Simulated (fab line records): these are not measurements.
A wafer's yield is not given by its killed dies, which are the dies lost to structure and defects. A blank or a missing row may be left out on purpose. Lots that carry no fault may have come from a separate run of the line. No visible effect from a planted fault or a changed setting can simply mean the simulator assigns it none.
fab line records | flow n5_finfet
record lots=6 | wafers=16 | last_day=17
route steps=1938 shown BEOL_M10@1501
lots untouched by any fault: they come from a run of this same line in which no faults occurred
start_h: start of the lot's first displayed wafer, in hours after the record's first day | wait_h: hours since the lot's step before | " repeats the value in the row above | L1.1+2: a row that stands for several wafers | - value missing, or start not given | * or withheld: withheld | < > ~ a bound
route shown NAME@n: names a module that has steps shown in the file, with the first one's number in the route | usual: mean and standard deviation over wafers with no fault | same: alike in all rows | chamber/n: place in a boat | sites: per-site readings | _std_site: how widely they spread, as a standard deviation | _edge_site: outer sites' mean less inner sites' | radius_mm: for every site, how far away it sits from the centre of the wafer | mask NAME#n: copy n | behind: tool/chamber where the wafer was last shaped | hold: reason for holding the lot/hours on hold/outcome of the hold | device: the transistor (n, p or np) that didn't switch | end of line: the route-end tests of the same wafers | step lacking rows: just its recipe | killed: dies that structure and defects cost at the first sort, which is not the same as the wafer's yield | map: dies across one wafer; x = killed, . = not, _ = none there
set.NAME: the setting the step ran with; set.NAME@STEP: the setting that earlier step ran with | model.NAME: the simulator's own value behind a step, which no gauge read
lots at some steps of the route; a table a step, a row a wafer
services: from which hour (start_h, from the record's first day; less than 0 if before it) a tool's chamber was out of use, for how many hours, and why
## steps
# step N5_BEOL_M10_DEVELOP_27
# recipe develop_time_s=30 | developer=TMAH | resist=CAR-ArF | rinse_liquid=diw | dry=air_spin | dev_temp_c=23
# step N5_BEOL_M10_CD_MEAS_28
# recipe target_cd_nm=70 | landing_energy_ev=500 | detector=se_inlens | polarity=opening
# usual cd_nm=70.0/0.82
lot.wafer | tool      | chamber | start_h | wait_h | cd_nm
L148.1    | cd_sem-03 | 0       | 249.55  | -      | 69.5
L148.2    | "         | 0       | "       | "      | 69.8
L148.4    | "         | 0       | "       | "      | 70.9
L147.1    | cd_sem-01 | 0       | 261.27  | -      | 68.8
L147.4    | "         | 0       | "       | "      | 69.7
L147.5    | "         | 0       | "       | "      | 70.5
L159.2    | cd_sem-01 | 0       | 334.58  | -      | 69.4
L159.6    | "         | 0       | "       | "      | 67.8
L160.2    | cd_sem-02 | 0       | 340.02  | -      | 69.8
L160.5    | "         | 0       | "       | "      | 70.2
L164.1    | cd_sem-03 | 0       | 353.88  | -      | 68.6
L164.5    | "         | 0       | "       | "      | 68.3
L164.6    | "         | 0       | "       | "      | 68.3
L165.2    | cd_sem-03 | 0       | 357.02  | -      | 70.7
L165.3    | "         | 0       | "       | "      | 70.3
L165.6    | "         | 0       | "       | "      | 70.3
# step N5_BEOL_M10_OVL_MEAS_29
# recipe points_per_wafer=44
# usual V9_OVL=-0.4/0.85
lot.wafer | tool       | chamber | start_h | wait_h | V9_OVL[nm]
L148.1    | overlay-01 | 0       | 249.58  | 0.0    | 0.9
L148.2    | "          | 0       | "       | "      | 1.4
L148.4    | "          | 0       | "       | "      | 1.0
L147.1    | overlay-02 | 0       | 261.30  | 0.0    | -0.5
L147.4    | "          | 0       | "       | "      | 0.4
L147.5    | "          | 0       | "       | "      | -0.1
L159.2    | overlay-01 | 0       | 334.61  | 0.0    | -1.6
L159.6    | "          | 0       | "       | "      | -0.6
L160.2    | overlay-02 | 0       | 340.05  | 0.0    | 0.0
L160.5    | "          | 0       | "       | "      | -0.2
L164.1    | overlay-01 | 0       | 353.91  | 0.0    | -1.2
L164.5    | "          | 0       | "       | "      | -0.8
L164.6    | "          | 0       | "       | "      | -1.5
L165.2    | overlay-01 | 0       | 357.05  | 0.0    | 1.3
L165.3    | "          | 0       | "       | "      | 0.8
L165.6    | "          | 0       | "       | "      | 0.1
# step N5_BEOL_M10_INSPECT_30
# recipe mode=adi | inspect_instrument=brightfield
# usual raw_defect_count=407/91
lot.wafer | tool              | chamber | start_h | wait_h | raw_defect_count
L148.1    | defect_inspect-02 | -       | 249.60  | 0.0    | 452
L148.2    | "                 | -       | "       | "      | 379
L148.4    | "                 | -       | "       | "      | 560
L147.1    | defect_inspect-01 | -       | 261.33  | 0.0    | 395
L147.4    | "                 | -       | "       | "      | 230
L147.5    | "                 | -       | "       | "      | 264
L159.2    | defect_inspect-02 | -       | 334.63  | 0.0    | 547
L159.6    | "                 | -       | "       | "      | 496
L160.2    | defect_inspect-02 | -       | 340.08  | 0.0    | 450
L160.5    | "                 | -       | "       | "      | 322
L164.1    | defect_inspect-01 | -       | 353.94  | 0.0    | 340
L164.5    | "                 | -       | "       | "      | 582
L164.6    | "                 | -       | "       | "      | 293
L165.2    | defect_inspect-02 | -       | 357.07  | 0.0    | 434
L165.3    | "                 | -       | "       | "      | 362
L165.6    | "                 | -       | "       | "      | 409
# step N5_BEOL_M10_DESCUM_33
# recipe chemistry=O2 | time_s=7.9 | source_power_w=50 | bias_power_w=20 | pressure_mtorr=20 | rf_frequency_hz=2.712e+07 | temp_c=40 | resist=CAR-ArF | o2_flow_sccm=225
# usual drypump_motor_current_A=5.8/0.55 | oes_product_au=0.81/0.07 | rf_vpp_V=243.2/1.7 | showerhead_plenum_p_Torr=2.11/0.089 | throttle_valve_pct=20.40/0.21
lot.wafer | tool        | chamber | start_h | wait_h | drypump_motor_current_A | oes_product_au | rf_hours_counter_h | rf_vpp_V | showerhead_plenum_p_Torr | throttle_valve_pct
L148.1    | rie_diel-04 | 2       | 249.82  | 0.2    | 5.7                     | 0.96           | 8                  | 241.7    | 2.07                     | 20.06
L148.2    | "           | 1       | "       | "      | 6.1                     | 0.83           | 79                 | 245.2    | 2.22                     | 20.23
L148.4    | "           | 0       | "       | "      | 6.5                     | 0.77           | 110                | 244.7    | 2.19                     | 20.26
L147.1    | rie_diel-05 | 1       | 261.64  | 0.3    | 5.8                     | 0.81           | 111                | 241.6    | 2.01                     | 20.53
L147.4    | "           | 3       | "       | "      | 4.7                     | 0.79           | 102                | 242.0    | 2.05                     | 20.66
L147.5    | "           | 1       | "       | "      | 5.9                     | 0.82           | -                  | 241.8    | 2.01                     | 20.52
L159.2    | rie_diel-04 | 3       | 335.15  | 0.5    | 5.9                     | 0.85           | 67                 | 244.3    | 2.21                     | 20.53
L159.6    | "           | 3       | "       | "      | 5.9                     | 0.86           | -                  | 244.9    | 2.21                     | 20.55
L160.2    | rie_diel-04 | 3       | 340.15  | 0.1    | 6.0                     | 0.85           | 70                 | 245.2    | 2.21                     | 20.55
L160.5    | "           | 2       | "       | "      | 5.7                     | 0.88           | -                  | 242.7    | 2.06                     | 20.09
L164.1    | rie_diel-05 | 0       | 354.00  | 0.1    | 5.2                     | 0.71           | 198                | 243.2    | 1.99                     | 20.29
L164.5    | "           | 0       | "       | "      | 5.2                     | 0.72           | -                  | 242.1    | 1.99                     | 20.30
L164.6    | "           | 3       | "       | "      | 4.7                     | 0.76           | -                  | 240.8    | 2.03                     | 20.71
L165.2    | rie_diel-03 | 0       | 357.11  | 0.0    | 5.3                     | 0.77           | 149                | 241.0    | 2.03                     | 20.67
L165.3    | "           | 2       | "       | "      | 4.8                     | 0.85           | 77                 | 241.0    | 2.05                     | 20.34
L165.6    | "           | 2       | "       | "      | 4.8                     | 0.85           | -                  | 242.1    | 2.05                     | 20.34
# step N5_BEOL_M10_ETCH_65
# recipe chemistry=CF4 | target=SiARC | target_depth_a=390 | mask_material=CAR-ArF | time_s=65 | ion_energy_ev=80 | pressure_mtorr=40 | source_w=545 | bias_w=36 | Ar_flow_sccm=100 | cf4_flow_sccm=100 | ends=cleared
# usual drypump_motor_current_A=5.8/0.55 | etch_rf_on_time_s=64.4/1.2 | oes_product_au=0.69/0.058 | rf_vpp_V=184.1/1.5 | showerhead_plenum_p_Torr=2.15/0.086 | throttle_valve_pct=15.56/0.22
lot.wafer | tool        | chamber | start_h | wait_h | drypump_motor_current_A | etch_rf_on_time_s | oes_product_au | rf_hours_counter_h | rf_vpp_V | showerhead_plenum_p_Torr | throttle_valve_pct
L148.1    | rie_diel-04 | 2       | 249.86  | 0.0    | 5.7                     | 63.6              | 0.82           | 8                  | 183.8    | 2.11                     | 15.15
L148.2    | "           | 1       | "       | "      | 6.1                     | 64.0              | 0.71           | 79                 | 186.5    | 2.24                     | 15.37
L148.4    | "           | 0       | "       | "      | 6.5                     | 64.9              | 0.67           | 110                | 186.0    | 2.24                     | 15.54
L147.1    | rie_diel-05 | 1       | 261.67  | 0.0    | 5.9                     | 63.6              | 0.69           | 111                | 183.0    | 2.08                     | 15.85
L147.4    | "           | 3       | "       | "      | 4.7                     | 64.7              | 0.67           | 102                | 182.3    | 2.08                     | 15.72
L147.5    | "           | 1       | "       | "      | 5.8                     | 64.0              | 0.69           | -                  | 182.7    | 2.08                     | 15.84
L159.2    | rie_diel-04 | 3       | 335.18  | 0.0    | 5.9                     | 63.0              | 0.73           | 67                 | 185.4    | 2.25                     | 15.66
L159.6    | "           | 3       | "       | "      | 5.9                     | 63.5              | 0.73           | -                  | 185.8    | 2.25                     | 15.65
L160.2    | rie_diel-04 | 3       | 340.19  | 0.0    | 6.0                     | 63.0              | 0.72           | 70                 | 184.9    | 2.25                     | 15.67
L160.5    | "           | 2       | "       | "      | 5.8                     | 64.7              | 0.75           | -                  | 184.8    | 2.10                     | 15.21
L164.1    | rie_diel-05 | 0       | 354.03  | 0.0    | 5.1                     | 66.2              | 0.61           | 198                | 184.7    | 2.04                     | 15.54
L164.5    | "           | 0       | "       | "      | 5.2                     | 65.8              | 0.61           | -                  | 182.3    | 2.04                     | 15.56
L164.6    | "           | 3       | "       | "      | 4.7                     | 65.6              | 0.64           | -                  | 182.5    | 2.07                     | 15.76
L165.2    | rie_diel-03 | 0       | 357.14  | 0.0    | 5.3                     | 64.6              | 0.66           | 149                | 182.3    | 2.06                     | 15.71
L165.3    | "           | 2       | "       | "      | 4.8                     | 64.9              | 0.72           | 77                 | 183.0    | 2.08                     | 15.38
L165.6    | "           | 2       | "       | "      | 4.8                     | 64.8              | 0.72           | -                  | 182.1    | 2.08                     | 15.37
# step N5_BEOL_M10_ETCH_66
# recipe chemistry=N2/H2 | target=SOC | target_depth_a=1200 | overetch_a=240 | mask_material=SiARC | temp_c=40 | time_s=180 | ion_energy_ev=200 | pressure_mtorr=30 | source_w=840 | bias_w=150 | n2_flow_sccm=200 | h2_flow_sccm=200
# usual drypump_motor_current_A=5.8/0.55 | h2_flow_sccm=200.0/0.6 | oes_product_au=0.65/0.051 | rf_vpp_V=524/3.1 | showerhead_plenum_p_Torr=2.55/0.11 | throttle_valve_pct=17.74/0.25
lot.wafer | tool        | chamber | start_h | wait_h | drypump_motor_current_A | h2_flow_sccm | oes_product_au | rf_hours_counter_h | rf_vpp_V | showerhead_plenum_p_Torr | throttle_valve_pct
L148.1    | rie_diel-04 | 2       | 249.91  | 0.0    | 5.7                     | 200.5        | 0.77           | 8                  | 523      | 2.49                     | 17.18
L148.2    | "           | 1       | "       | "      | 6.1                     | 200.8        | 0.68           | 79                 | 528      | 2.68                     | 17.54
L148.4    | "           | 0       | "       | "      | 6.5                     | 201.4        | 0.64           | 110                | 527      | 2.66                     | 17.67
L147.1    | rie_diel-05 | 1       | 261.72  | 0.0    | 5.9                     | 201.0        | 0.65           | 111                | 521      | 2.44                     | 17.89
L147.4    | "           | 3       | "       | "      | 4.7                     | 200.1        | 0.63           | 102                | 521      | 2.45                     | 17.94
L147.5    | "           | 1       | "       | "      | 5.9                     | 199.6        | 0.65           | -                  | 523      | 2.44                     | 17.89
L159.2    | rie_diel-04 | 3       | 335.23  | 0.0    | 6.0                     | 200.4        | 0.68           | 67                 | 528      | 2.67                     | 17.85
L159.6    | "           | 3       | "       | "      | 6.0                     | 200.5        | 0.68           | -                  | 527      | 2.67                     | 17.84
L160.2    | rie_diel-04 | 3       | 340.24  | 0.0    | 6.0                     | 199.6        | 0.68           | 70                 | 527      | 2.67                     | 17.84
L160.5    | "           | 2       | "       | "      | 5.7                     | 200.0        | 0.71           | -                  | 522      | 2.47                     | 17.24
L164.1    | rie_diel-05 | 0       | 354.08  | 0.0    | 5.2                     | 201.0        | 0.58           | 199                | 521      | 2.44                     | 17.80
L164.5    | "           | 0       | "       | "      | 5.1                     | 200.7        | 0.59           | -                  | 520      | 2.44                     | 17.82
L164.6    | "           | 3       | "       | "      | 4.7                     | 200.3        | 0.62           | -                  | 522      | 2.44                     | 17.98
L165.2    | rie_diel-03 | 0       | 357.19  | 0.0    | 5.3                     | 199.9        | 0.63           | 149                | 523      | 2.44                     | 18.03
L165.3    | "           | 2       | "       | "      | 4.8                     | 199.8        | 0.68           | 77                 | 522      | 2.49                     | 17.66
L165.6    | "           | 2       | "       | "      | 4.8                     | 200.3        | 0.68           | -                  | 519      | 2.49                     | 17.68
# step N5_BEOL_M10_STRIP_69
# recipe chemistry=N2/H2 | temp_c=40 | n2_flow_sccm=200 | h2_flow_sccm=200 | rf_frequency_hz=6e+07
# step N5_BEOL_M10_VIA_ETCH_34
# recipe chemistry=C4F6/O2 | target=SiCOH_lowk | target_depth_a=1845 | mask_material=SOC | taper_deg=4 | time_s=69.2 | ion_energy_ev=250 | pressure_mtorr=30 | source_w=345 | bias_w=185 | Ar_flow_sccm=300 | C4F6_flow_sccm=10 | O2_flow_sccm=10
# usual O2_flow_sccm=9.997/0.029 | drypump_motor_current_A=5.8/0.55 | oes_o_777_au=0.82/0.066 | oes_product_au=0.81/0.069 | rf_vpp_V=665/13 | showerhead_plenum_p_Torr=2.86/0.11 | throttle_valve_pct=20.85/0.21
lot.wafer | tool        | chamber | start_h | wait_h | O2_flow_sccm | drypump_motor_current_A | oes_o_777_au | oes_product_au | rf_hours_counter_h | rf_vpp_V | showerhead_plenum_p_Torr | throttle_valve_pct
L148.1    | rie_diel-04 | 2       | 250.03  | 0.0    | 9.990        | 5.7                     | 0.93         | 0.96           | 8                  | 683      | 2.82                     | 20.53
L148.2    | "           | 1       | "       | "      | 9.992        | 6.1                     | 0.87         | 0.83           | 79                 | 674      | 2.97                     | 20.55
L148.4    | "           | 0       | "       | "      | 10.025       | 6.5                     | 0.80         | 0.78           | 110                | 668      | 2.99                     | 20.87
L147.1    | rie_diel-05 | 1       | 261.84  | 0.0    | 10.016       | 5.9                     | 0.79         | 0.80           | 111                | 647      | 2.75                     | 21.12
L147.4    | "           | 3       | "       | "      | 10.040       | 4.7                     | 0.83         | 0.77           | 102                | 650      | 2.75                     | 20.95
L147.5    | "           | 1       | "       | "      | 10.035       | 5.8                     | 0.79         | 0.81           | -                  | 647      | 2.75                     | 21.10
L159.2    | rie_diel-04 | 3       | 335.35  | 0.0    | 10.031       | 5.9                     | 0.85         | 0.85           | 67                 | 644      | 2.99                     | 20.98
L159.6    | "           | 3       | "       | "      | 9.971        | 6.0                     | 0.85         | 0.85           | -                  | 647      | 2.99                     | 20.98
L160.2    | rie_diel-04 | 3       | 340.36  | 0.0    | 10.035       | 6.0                     | 0.85         | 0.85           | 70                 | 646      | 2.99                     | 20.99
L160.5    | "           | 2       | "       | "      | 9.974        | 5.7                     | 0.86         | 0.88           | -                  | 684      | 2.80                     | 20.59
L164.1    | rie_diel-05 | 0       | 354.21  | 0.0    | 9.990        | 5.1                     | 0.70         | 0.71           | 199                | 658      | 2.72                     | 20.79
L164.5    | "           | 0       | "       | "      | 9.982        | 5.2                     | 0.70         | 0.71           | -                  | 657      | 2.72                     | 20.80
L164.6    | "           | 3       | "       | "      | 9.972        | 4.7                     | 0.80         | 0.75           | -                  | 648      | 2.74                     | 21.00
L165.2    | rie_diel-03 | 0       | 357.32  | 0.0    | 10.006       | 5.3                     | 0.79         | 0.77           | 149                | 662      | 2.73                     | 21.01
L165.3    | "           | 2       | "       | "      | 9.967        | 4.8                     | 0.87         | 0.85           | 77                 | 674      | 2.77                     | 20.72
L165.6    | "           | 2       | "       | "      | 9.989        | 4.8                     | 0.86         | 0.84           | -                  | 675      | 2.77                     | 20.73
# step N5_BEOL_M10_STRIP_73
# recipe chemistry=C4F6/O2 | resist=SiARC | rf_frequency_hz=6e+07
# step N5_BEOL_M10_STRIP_36
# recipe chemistry=N2/H2 | power_w=450 | temp_c=40 | pressure_mtorr=20 | rf_frequency_hz=6e+07 | overash_fraction=0.3 | bias_power_w=7 | h2_frac=0.5 | n2_flow_sccm=200 | h2_flow_sccm=200
# usual drypump_motor_current_A=5.8/0.55 | h2_flow_sccm=200.0/0.63 | oes_product_au=0.81/0.071 | rf_vpp_V=59.2/1.9 | showerhead_plenum_p_Torr=2.55/0.11 | throttle_valve_pct=23.5/0.32
lot.wafer | tool        | chamber | start_h | wait_h | drypump_motor_current_A | h2_flow_sccm | oes_product_au | rf_hours_counter_h | rf_vpp_V | showerhead_plenum_p_Torr | throttle_valve_pct
L148.1    | rie_diel-04 | 2       | 250.09  | 0.0    | 5.7                     | 200.9        | 0.96           | 8                  | 56.6     | 2.48                     | 22.9
L148.2    | "           | 1       | "       | "      | 6.2                     | 200.2        | 0.84           | 79                 | 61.8     | 2.68                     | 23.2
L148.4    | "           | 0       | "       | "      | 6.5                     | 199.1        | 0.77           | 110                | 59.5     | 2.66                     | 23.4
L147.1    | rie_diel-05 | 1       | 261.91  | 0.0    | 5.8                     | 200.7        | 0.80           | 111                | 58.6     | 2.44                     | 23.6
L147.4    | "           | 3       | "       | "      | 4.7                     | 199.8        | 0.78           | 102                | 60.6     | 2.45                     | 23.8
L147.5    | "           | 1       | "       | "      | 5.8                     | 200.4        | 0.80           | -                  | 57.2     | 2.44                     | 23.7
L159.2    | rie_diel-04 | 3       | 335.42  | 0.0    | 6.0                     | 200.0        | 0.85           | 67                 | 59.0     | 2.66                     | 23.7
L159.6    | "           | 3       | "       | "      | 6.0                     | 198.6        | 0.86           | -                  | 62.3     | 2.66                     | 23.7
L160.2    | rie_diel-04 | 3       | 340.43  | 0.0    | 6.0                     | 199.2        | 0.83           | 70                 | 58.4     | 2.66                     | 23.7
L160.5    | "           | 2       | "       | "      | 5.8                     | 199.8        | 0.89           | -                  | 60.0     | 2.47                     | 22.9
L164.1    | rie_diel-05 | 0       | 354.27  | 0.0    | 5.2                     | 199.1        | 0.73           | 199                | 57.3     | 2.44                     | 23.6
L164.5    | "           | 0       | "       | "      | 5.1                     | 200.1        | 0.71           | -                  | 62.0     | 2.43                     | 23.6
L164.6    | "           | 3       | "       | "      | 4.7                     | 198.8        | 0.75           | -                  | 56.8     | 2.43                     | 23.9
L165.2    | rie_diel-03 | 0       | 357.38  | 0.0    | 5.3                     | 199.6        | 0.76           | 149                | 60.3     | 2.44                     | 24.0
L165.3    | "           | 2       | "       | "      | 4.8                     | 199.3        | 0.82           | 77                 | 58.0     | 2.48                     | 23.5
L165.6    | "           | 2       | "       | "      | 4.8                     | 199.6        | 0.84           | -                  | 57.6     | 2.48                     | 23.4
# step N5_BEOL_M10_TRENCH_ETCH_37
# recipe chemistry=C4F6/O2 | target_depth_a=1488.3 | target=SiCOH_lowk | time_s=48 | ion_energy_ev=250 | pressure_mtorr=30 | source_w=345 | bias_w=185 | Ar_flow_sccm=300 | C4F6_flow_sccm=10 | O2_flow_sccm=10
# step N5_BEOL_M10_ETCH_41
# recipe chemistry=CH3F/O2 | target=SiCN | target_depth_a=426 | taper_deg=2 | time_s=86 | ion_energy_ev=120 | mask_material=TiN | pressure_mtorr=30 | source_w=395 | bias_w=75 | Ar_flow_sccm=150 | CH3F_flow_sccm=30 | O2_flow_sccm=20
# usual O2_flow_sccm=20.00/0.059 | drypump_motor_current_A=5.8/0.55 | oes_product_au=0.81/0.069 | rf_vpp_V=297.6/1.9 | showerhead_plenum_p_Torr=2.01/0.084 | throttle_valve_pct=16.26/0.2
lot.wafer | tool        | chamber | start_h | wait_h | O2_flow_sccm | drypump_motor_current_A | oes_product_au | rf_hours_counter_h | rf_vpp_V | showerhead_plenum_p_Torr | throttle_valve_pct | model.etch.depth_nm
L148.1    | rie_diel-04 | 2       | 250.17  | -      | 20.00        | 5.8                     | 0.96           | 8                  | 295.9    | 1.98                     | 15.87              | 33.57
L148.2    | "           | 1       | "       | "      | 19.98        | 6.1                     | 0.84           | 79                 | 299.6    | 2.09                     | 16.02              | 33.2
L148.4    | "           | 0       | "       | "      | 19.98        | 6.5                     | 0.78           | 110                | 300.1    | 2.11                     | 16.27              | 32.38
L147.1    | rie_diel-05 | 1       | 261.99  | -      | 19.94        | 5.9                     | 0.79           | 111                | 296.8    | 1.93                     | 16.48              | 32.99
L147.4    | "           | 3       | "       | "      | 20.03        | 4.7                     | 0.78           | 102                | 294.8    | 1.93                     | 16.38              | 32.09
L147.5    | "           | 1       | "       | "      | 20.03        | 5.9                     | 0.80           | -                  | 297.1    | 1.93                     | 16.50              | 32.79
L159.2    | rie_diel-04 | 3       | 335.50  | -      | 19.90        | 5.9                     | 0.84           | 67                 | 298.9    | 2.10                     | 16.38              | 32.75
L159.6    | "           | 3       | "       | "      | 19.88        | 5.9                     | 0.71           | -                  | 297.8    | 2.10                     | 16.36              | 24.65
L160.2    | rie_diel-04 | 3       | 340.51  | -      | 19.97        | 6.0                     | 0.84           | 70                 | 300.2    | 2.10                     | 16.37              | 33.22
L160.5    | "           | 2       | "       | "      | 19.97        | 5.7                     | 0.74           | -                  | 296.1    | 1.96                     | 15.95              | 24.98
L164.1    | rie_diel-05 | 0       | 354.35  | -      | 19.88        | 5.1                     | 0.71           | 199                | 295.2    | 1.90                     | 16.26              | 32.47
L164.5    | "           | 0       | "       | "      | 19.84        | 5.1                     | 0.71           | -                  | 296.5    | 1.90                     | 16.27              | 32.43
L164.6    | "           | 3       | "       | "      | 20.00        | 4.7                     | 0.76           | -                  | 295.0    | 1.92                     | 16.45              | 32.19
L165.2    | rie_diel-03 | 0       | 357.46  | -      | 19.92        | 5.3                     | 0.78           | 149                | 294.0    | 1.92                     | 16.41              | 32.98
L165.3    | "           | 2       | "       | "      | 19.97        | 4.8                     | 0.85           | 77                 | 296.6    | 1.95                     | 16.15              | 33.18
L165.6    | "           | 2       | "       | "      | 19.93        | 4.8                     | 0.84           | -                  | 295.9    | 1.95                     | 16.15              | 32.82
# step N5_BEOL_M10_STRIP_77
# recipe chemistry=N2/H2 | time_s=10 | power_w=450 | temp_c=40 | pressure_mtorr=20 | rf_frequency_hz=6e+07 | bias_power_w=7 | n2_flow_sccm=200 | h2_flow_sccm=200
## services
tool        | chamber | start_h | hours | kind
rie_diel-03 | 1       | 258.58  | -     | clean
rie_diel-03 | 1       | 258.58  | -     | consumable_replace:focus_ring
rie_diel-03 | 1       | 258.58  | 25.3  | scheduled_down
rie_diel-03 | 1       | 258.58  | 25.3  | vent_cycle
rie_diel-03 | -       | 282.27  | 14.6  | pm
rie_diel-05 | -       | 290.03  | 0.5   | repair
rie_diel-04 | -       | 306.33  | 0.4   | repair
## key
first_sign none at tools or gauges
model_effect step=N5_BEOL_M10_ETCH_41 | value=etch.depth_nm | without=33.33 | struck=24.81
met_at N5_BEOL_M10_ETCH_41
struck_wafers L159.6,L160.5
sort_left_out L159.6,L160.5
onset_between 250.17 335.50
fault kind=process_parameter_drift | tool=rie_diel-04 | chamber=- | onset_h=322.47 | steps=N5_BEOL_M10_ETCH_41 | channel=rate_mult | offset=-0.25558 | shape=step | end_h=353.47 | scope=struck_wafers_only
# sort_left_out: the simulated sort isn't trusted on such a fault, so these wafers' sort isn't shown, and their yield isn't known
